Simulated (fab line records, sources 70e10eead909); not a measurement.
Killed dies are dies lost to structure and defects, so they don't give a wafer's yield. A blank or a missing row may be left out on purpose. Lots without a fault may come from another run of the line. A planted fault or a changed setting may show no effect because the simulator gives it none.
A struck lot beside a sound one | flow nand_harc | 25 steps out of a route of 1159
Sound: wafers L296.2, L296.3, L296.4. Struck: wafer L293.1. (L293.4, L293.6 of the same lot were not struck and are left out.) The cause comes at the end.
At each step with rows: each side's tool, then ch and its chambers, then its first start. Under that, the readings that differ: sound wafers | struck wafers | difference of the means | sigmas: that difference in standard deviations of wafers without a fault.
alike: readings whose means differ by less than 2 such deviations, and words and numbers that are the same on both sides. not compared: withheld readings, readings that some wafer has no value for, bounds like >300 that may hide the same value, and numbers for which the record gives no deviation and whose values overlap.
The two part at a step that has a row with sigmas, a row that says differs or no value, or rows on one side only. Numbers that don't overlap but have no deviation are shown without sigmas and don't part them. A reading that every wafer of one side lacks parts them only if that side has two wafers or more.

NHARC_P_CONTACT_DEP_00: deposits SiO2, target thk 500 nm.
  sound on pecvd-04 ch 0,1,2; struck on pecvd-03 ch 0
  alike: heater_power_w, showerhead_vpp_V, throttle_valve_pct
NHARC_P_CONTACT_CMP_01: polishes SiO2, target thk 200 nm.
  sound on cmp-01 ch 0,1,3, day 8 16:39; struck on cmp-01 ch 1, day 8 00:30
  alike: motor_current_A
then, 9 steps without rows for these wafers: NHARC_P_CONTACT_SRD_03; NHARC_P_CONTACT_DEHYDRATE_04 (time 120 s); NHARC_P_CONTACT_HMDS_05 (time 30 s); NHARC_P_CONTACT_COAT_33 (time 75 s); NHARC_P_CONTACT_COAT_34 (time 65 s); NHARC_P_CONTACT_COAT_06 (resist thk 90 nm); NHARC_P_CONTACT_SOFTBAKE_07 (time 55 s); NHARC_P_CONTACT_EBR_08; NHARC_P_CONTACT_EXPOSE_09 (exposes mask P CA, target cd 90 nm).
NHARC_P_CONTACT_PEB_10: peb time 65 s.
  sound on litho_track-01 ch 0, day 8 17:24; struck on litho_track-06 ch 0, day 8 01:04
  reading                  | sound             | struck | difference | sigmas
  heater_power_total_W (W) | 157.1 157.1 157.1 | 204.0  | +46.9      | +99 or more
then, 1 step without rows for these wafers: NHARC_P_CONTACT_DEVELOP_11 (develop time 35 s).
NHARC_P_CONTACT_CD_MEAS_12: target cd 90 nm.
  sound on cd_sem-03 ch 0, day 8 17:29; struck on cd_sem-03 ch 0, day 8 01:08
  reading    | sound          | struck | difference | sigmas
  cd_nm (nm) | 89.1 89.1 88.9 | 72.1   | -16.9      | -23
NHARC_P_CONTACT_OVL_MEAS_13:
  sound on overlay-02, day 8 17:34; struck on overlay-01, day 8 01:14
  alike: overlay_x_nm, overlay_y_nm
NHARC_P_CONTACT_INSPECT_14:
  sound on defect_inspect-01, day 8 17:37; struck on defect_inspect-02, day 8 01:16
  alike: raw_defect_count
NHARC_P_CONTACT_DESCUM_17: chemistry O2, time 3 s.
  sound on rie_diel-06 ch 0,1,2, day 8 17:40; struck on rie_diel-02 ch 3, day 8 01:20
  reading                    | sound            | struck | difference | sigmas
  rf_hours_counter_h (h)     | 38 40 41         | 1      | -39        |
  model.P_CONTACT.cd_nm (nm) | 89.16 88.81 88.9 | 72.47  | -16.49     |
  alike: drypump_motor_current_A, oes_product_au, rf_vpp_V, showerhead_plenum_p_Torr, throttle_valve_pct
NHARC_P_CONTACT_ETCH_35: etches the open film in CF4, target depth 39 nm, time 65 s.
  sound on rie_diel-06 ch 1,2,3, day 8 17:53; struck on rie_diel-02 ch 2, day 8 01:26
  reading                     | sound       | struck | difference | sigmas
  drypump_motor_current_A (A) | 5.6 5.5 4.8 | 6.2    | +0.9       | +2
  rf_hours_counter_h (h)      | 41 38 38    | 1      | -38        |
  alike: oes_product_au, rf_vpp_V, showerhead_plenum_p_Torr, throttle_valve_pct
then, 1 step without rows for these wafers: NHARC_P_CONTACT_ETCH_36 (etches the open film in N2/H2, target depth 260 nm, time 406.25 s).
NHARC_P_CONTACT_ETCH_18: etches the open film in C4F8/O2/Ar, target depth 481 nm, time 240.5 s.
  sound on rie_diel-06 ch 0,1,2; struck on rie_diel-02 ch 2
  reading                | sound    | struck | difference | sigmas
  rf_hours_counter_h (h) | 41 40 38 | 1      | -39        |
  alike: oes_product_au, rf_vpp_V
then, 1 step without rows for these wafers: NHARC_P_CONTACT_STRIP_37 (strips in C4F8/O2/Ar).
NHARC_P_CONTACT_ETCH_31: etches the open film in CH3F/O2, target depth 30 nm, time 85.7 s.
  sound on rie_diel-06 ch 0,1,3; struck on rie_diel-02 ch 3
  reading                    | sound                | struck | difference | sigmas
  rf_hours_counter_h (h)     | 38 40 41             | 1      | -39        |
  throttle_valve_pct (%)     | 20.668 20.676 20.668 | 20.652 | -0.019     | -2
  model.P_CONTACT.cd_nm (nm) | 88.61 89.96 85.09    | 73.08  | -14.81     |
  alike: drypump_motor_current_A, oes_product_au, rf_vpp_V, showerhead_plenum_p_Torr
NHARC_P_CONTACT_CD_MEAS_19:
  sound on cd_sem-03, day 8 18:40; struck on cd_sem-01, day 8 02:12
  reading    | sound          | struck | difference | sigmas
  cd_nm (nm) | 88.9 89.9 84.7 | 73.3   | -14.5      | -7
NHARC_P_CONTACT_STRIP_28: strips in O2.
  sound on rie_diel-06 ch 0,2,3, day 8 18:44; struck on rie_diel-04 ch 0, day 8 02:19
  reading                | sound    | struck | difference | sigmas
  rf_hours_counter_h (h) | 40 38 38 | 6      | -33        |
  alike: drypump_motor_current_A, oes_product_au, rf_vpp_V, showerhead_plenum_p_Torr, throttle_valve_pct
-- the record jumps here: 13 days lie between the struck wafers' starts before and after (it left off in module P_CONTACT and takes up again in module END, whose first step shown is number 1159 of the route) --
NHARC_END_SORT_01:
  the record has rows for the struck wafers here (prober-01 ch 0, day 21 10:14) and none for the sound ones

WHERE THEY PART
First at NHARC_P_CONTACT_PEB_10; last, within this record, at NHARC_END_SORT_01.

WHY: what the simulator had put in
Process parameter drift: litho_track-06, from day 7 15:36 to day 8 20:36, at NHARC_P_CONTACT_PEB_10. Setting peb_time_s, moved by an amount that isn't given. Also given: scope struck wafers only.
